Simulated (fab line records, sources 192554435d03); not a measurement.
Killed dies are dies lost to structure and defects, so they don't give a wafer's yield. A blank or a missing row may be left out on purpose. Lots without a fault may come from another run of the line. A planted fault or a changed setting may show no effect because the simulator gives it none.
A struck lot beside a sound one | flow n5_finfet | 40 steps out of a route of 1938
Sound: wafers L628.2, L628.3, L628.6. Struck: wafers L625.4, L625.5, L625.6. The cause comes at the end.
At each step with rows: each side's tool, then ch and its chambers, then its first start. Under that, the readings that differ: sound wafers | struck wafers | difference of the means | sigmas: that difference in standard deviations of wafers without a fault.
alike: readings whose means differ by less than 2 such deviations, and words and numbers that are the same on both sides. not compared: withheld readings, readings that some wafer has no value for, bounds like >300 that may hide the same value, and numbers for which the record gives no deviation and whose values overlap.
The two part at a step that has a row with sigmas, a row that says differs or no value, or rows on one side only. Numbers that don't overlap but have no deviation are shown without sigmas and don't part them. A reading that every wafer of one side lacks parts them only if that side has two wafers or more.

first, 10 steps without rows for these wafers: N5_MOL_CONTACT_COAG_DESCUM_88 (chemistry O2, time 7 s); N5_MOL_CONTACT_COAG_ETCH_89 (etches underlayer in N2/H2, target depth 13 nm, time 10.4 s); N5_MOL_CONTACT_COAG_ETCH_90 (etches SiARC in CF4, target depth 13 nm, time 21.7 s); N5_MOL_CONTACT_COAG_ALD_131 (deposits SiO2, target thk 5 nm, pulse time 1 s, co reactant pulse time 1 s); N5_MOL_CONTACT_COAG_ETCHBACK_132 (etches SiO2 in CHF3, target depth 10 nm, time 6.7 s); N5_MOL_CONTACT_COAG_ETCH_91 (etches SOC in N2/H2, target depth 60 nm, overetch 21 nm, time 101.2 s); N5_MOL_CONTACT_COAG_STRIP_92 (strips in N2/H2); N5_MOL_CONTACT_COAG_STRIP_93 (strips in N2/H2); N5_MOL_CONTACT_COAG_ETCHBACK_135 (etches SiO2 in CHF3, target depth 25 nm, time 16.7 s); N5_MOL_CONTACT_COAG_STRIP_118 (strips in CHF3).
N5_MOL_CONTACT_COAG_VIA_ETCH_46: etches SiO2 in C4F6/O2, target depth 46 nm, overetch 9.2 nm, time 40 s.
  sound on rie_diel-03 ch 1,3, day 9 11:38; struck on rie_diel-06 ch 0,1,3, day 8 14:58
  no value came back on the struck wafers for any of 7 readings (C4F6_flow_sccm (sccm), O2_flow_sccm (sccm) and others); on the sound wafers C4F6_flow_sccm (sccm) reads 9.98 10.09 9.98
  reading                                           | sound        | struck         | difference | sigmas
  model.SOC_of_MOL_CONTACT_COAG_COAT_75.thk_nm (nm) | 50.8 50.6 51 | 57.2 57.4 57.2 | +6.5       |
  not compared: rf_hours_counter_h
then, 1 step without rows for these wafers: N5_MOL_CONTACT_COAG_STRIP_96 (strips in N2/H2).
N5_MOL_CONTACT_COAG_ETCH_47: etches SiNx in CH3F/O2, stops on W, target depth 27 nm.
  sound on rie_diel-03 ch 1,3, day 9 11:44; struck on rie_diel-06 ch 0,1,3, day 8 15:05
  reading                    | sound             | struck         | difference | sigmas
  etch_rf_on_time_s (s)      | 32.0 30.9 32.1    | 50.8 50.8 50.8 | +19.1      | +30
  oes_product_au (a.u.)      | 0.68 0.80 0.68    | 0.25 0.29 0.26 | -0.45      | -5
  model.etch.over_etch_s (s) | 5.329 5.148 5.343 | 0 0 0          | -5         |
  alike: CH3F_flow_sccm, O2_flow_sccm, drypump_motor_current_A, rf_vpp_V, showerhead_plenum_p_Torr, throttle_valve_pct
  not compared: rf_hours_counter_h
then, 3 steps without rows for these wafers: N5_MOL_CONTACT_COAG_STRIP_119 (strips in N2/H2, time 30 s); N5_MOL_CONTACT_COAG_PRECLEAN_144 (cleans in alkaline clean, time 60 s); N5_MOL_CONTACT_COAG_SRD_145 (time 30 s).
N5_MOL_CONTACT_COAG_CD_MEAS_137: target cd 16 nm.
  sound on cd_sem-03, day 9 11:58; struck on cd_sem-03, day 8 15:19
  reading    | sound          | struck | difference                    | sigmas
  cd_nm (nm) | 15.5 16.1 15.3 | - - -  | no value on the struck wafers |
then, 20 steps without rows for these wafers: N5_MOL_CONTACT_COAG_COAT_62 (time 60 s, resist thk 60 nm); N5_MOL_CONTACT_COAG_COAT_63 (time 60 s, resist thk 10 nm); N5_MOL_CONTACT_COAG_COAT_64 (time 60 s, resist thk 10 nm); N5_MOL_CONTACT_COAG_COAT_34 (resist thk 40 nm); N5_MOL_CONTACT_COAG_EBR_36; N5_MOL_CONTACT_COAG_SOFTBAKE_35 (time 60 s); N5_MOL_CONTACT_COAG_EXPOSE_37 (exposes mask VD, defocus 0 nm); N5_MOL_CONTACT_COAG_PEB_38 (peb time 60 s); N5_MOL_CONTACT_COAG_DEVELOP_39 (develop time 30 s); N5_MOL_CONTACT_COAG_DESCUM_45 (chemistry O2, time 7 s); N5_MOL_CONTACT_COAG_ETCH_65 (etches underlayer in N2/H2, target depth 13 nm, time 10.4 s); N5_MOL_CONTACT_COAG_ETCH_66 (etches SiARC in CF4, target depth 13 nm, time 21.7 s); N5_MOL_CONTACT_COAG_ALD_133 (deposits SiO2, target thk 5 nm, pulse time 1 s, co reactant pulse time 1 s); N5_MOL_CONTACT_COAG_ETCHBACK_134 (etches SiO2 in CHF3, target depth 10 nm, time 6.7 s); N5_MOL_CONTACT_COAG_ETCH_67 (etches SOC in N2/H2, target depth 60 nm, overetch 21 nm, time 101.2 s); N5_MOL_CONTACT_COAG_STRIP_68 (strips in N2/H2); N5_MOL_CONTACT_COAG_STRIP_69 (strips in N2/H2); N5_MOL_CONTACT_COAG_ETCHBACK_136 (etches SiO2 in CHF3, target depth 25 nm, time 16.7 s); N5_MOL_CONTACT_COAG_STRIP_120 (strips in CHF3); N5_MOL_CONTACT_COAG_VIA_ETCH_117 (etches SiO2 in C4F6/O2, target depth 40 nm, overetch 8 nm, time 26 s).
N5_MOL_CONTACT_COAG_ETCH_124: etches SiNx in CH3F/O2, stops on SiOC, target depth 6.5 nm.
  sound on rie_diel-03 ch 0,1, day 9 13:20; struck on rie_diel-03 ch 0,1,3, day 8 16:23
  reading               | sound          | struck         | difference | sigmas
  oes_product_au (a.u.) | 0.60 0.76 0.61 | 0.27 0.34 0.29 | -0.36      | -4
  alike: CH3F_flow_sccm, O2_flow_sccm, drypump_motor_current_A, rf_vpp_V, showerhead_plenum_p_Torr, throttle_valve_pct
  not compared: rf_hours_counter_h
N5_BEOL_M4_RC_MEAS_101:
  the record has rows for the sound wafers here (prober-02 ch 0, day 13 10:44) and none for the struck ones
-- the record jumps here: 9 days lie between the struck wafers' starts before and after (it left off in module BEOL_M4 and takes up again in module PASSIVATION, whose first step shown is number 1936 of the route) --
N5_PASSIVATION_PROBE_49:
  sound on prober-01, day 18 02:17; struck on prober-01, day 17 09:12
  reading            | sound      | struck         | difference | sigmas
  killed_at_contacts | 30 8 17    | 1118 1107 1102 | +1091      | +99 or more
  killed_dies        | 112 101 98 | 1180 1180 1180 | +1076      | +57
  killed_on_rim      | 10 11 14   | 152 152 152    | +140       | +36
  alike: killed_at_M0_to_M3, killed_at_M4_up, killed_at_front_end, killed_at_other, killed_open, killed_short

WHERE THEY PART
First at N5_MOL_CONTACT_COAG_VIA_ETCH_46; last, within this record, at N5_PASSIVATION_PROBE_49.

WHY: what the simulator had put in
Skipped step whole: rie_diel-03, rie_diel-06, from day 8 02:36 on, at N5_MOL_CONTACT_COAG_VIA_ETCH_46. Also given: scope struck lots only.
